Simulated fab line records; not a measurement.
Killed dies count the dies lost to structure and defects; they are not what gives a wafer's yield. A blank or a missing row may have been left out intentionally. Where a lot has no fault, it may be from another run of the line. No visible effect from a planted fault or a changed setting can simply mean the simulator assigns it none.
Split-lot study    flow n5-finfet    on a route of 1938 steps: 7 lots, 21 wafers read

== THE SPLIT ITSELF ==
At N5_BEOL_M0_SAQP_ETCH_107 (etches SiNx in CH3F/O2, target depth 30 nm), the setting bias-w was moved away from the recipe's 73 W on 10 of the 21 wafers read, by -14.1% to +17.5%. The other wafers ran this setting at the recipe's value.

The reading is taken at the split's own step.

== THE READING ==
rf-vpp-V, in V, at N5_BEOL_M0_SAQP_ETCH_107 (etches SiNx in CH3F/O2, target depth 30 nm). A value of 294 V with a standard deviation of 4.1 V is what fault-free wafers of this fab line usually give.

wafer   tool, chamber at the split  bias-w as run, W  against the recipe  rf-vpp-V, V  against lot-mates on the recipe
L074.2  rie-diel-05, 2              73                recipe              290          -
L074.3  rie-diel-05, 0              76.64             +5.0%               308          +18
L074.6  rie-diel-05, 2              73                recipe              289          -
L075.1  rie-diel-04, 3              73                recipe              283          -
L075.4  rie-diel-04, 2              73                recipe              298          -
L075.6  rie-diel-04, 3              73                recipe              284          -
L086.3  rie-diel-04, 1              62.71             -14.1%              263          -35
L086.5  rie-diel-04, 1              73                recipe              298          -
L086.6  rie-diel-04, 2              62.71             -14.1%              264          -34
L088.2  rie-diel-02, 3              73                recipe              296          -
L088.3  rie-diel-02, 2              73                recipe              294          -
L088.6  rie-diel-02, 3              73                recipe              294          -
L089.1  rie-diel-02, 2              85.81             +17.5%              332          no lot-mate on the recipe
L089.4  rie-diel-02, 3              85.81             +17.5%              335          no lot-mate on the recipe
L089.6  rie-diel-02, 3              85.81             +17.5%              335          no lot-mate on the recipe
L095.1  rie-diel-04, 0              73                recipe              298          -
L095.3  rie-diel-04, 2              78.45             +7.5%               314          +16
L095.4  rie-diel-04, 0              78.45             +7.5%               318          +20
L096.1  rie-diel-02, 3              73                recipe              295          -
L096.2  rie-diel-02, 0              66.38             -9.1%               276          -19
L096.6  rie-diel-02, 3              66.38             -9.1%               275          -20

THE FIT
A straight line over all 21 wafers: rf-vpp-V changes by +2.28 V for each +1% of bias-w; r = +0.98; the points scatter about the line by 4.6 V.
The same after taking each lot's own level away (the mean of its wafers on the recipe; 18 wafers): +2.44 V for each +1%; r = +0.98; scatter 3.5 V.
The reading moves by 43 V for the largest change in bias-w, on that fit.
Across the lots, their own levels run from 288.3 to 298.0 V, a range of 2.4 times the standard deviation given above.
Hence the lot-to-lot level has little effect on the slope; both slopes agree.
Check: for one of the wafers moved furthest among these (-14.1%), held out of the fit, the line's prediction against its lot-mates is -33.3 V. Against them it came out at -35 V.
Tool readings at the split's step, against how far the setting was moved: rf-vpp-V r = +0.98.

== OTHER SPLITS APPLIED TO THESE WAFERS ==
Other splits were also applied to these wafers ahead of the reading. Each is held against what the fit with the lots' levels taken away leaves over:
other split on the same wafers    wafers away from the commonest value  r with rf-vpp-V (lot level and that fit taken away)
N5_BEOL_M0_SAQP_COAT_08 spin-rpm  10                                    +0.06

== FILE'S OWN FIT ==
rf-vpp-V changes by +2.47 V for each +1% of bias-w, r = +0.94.
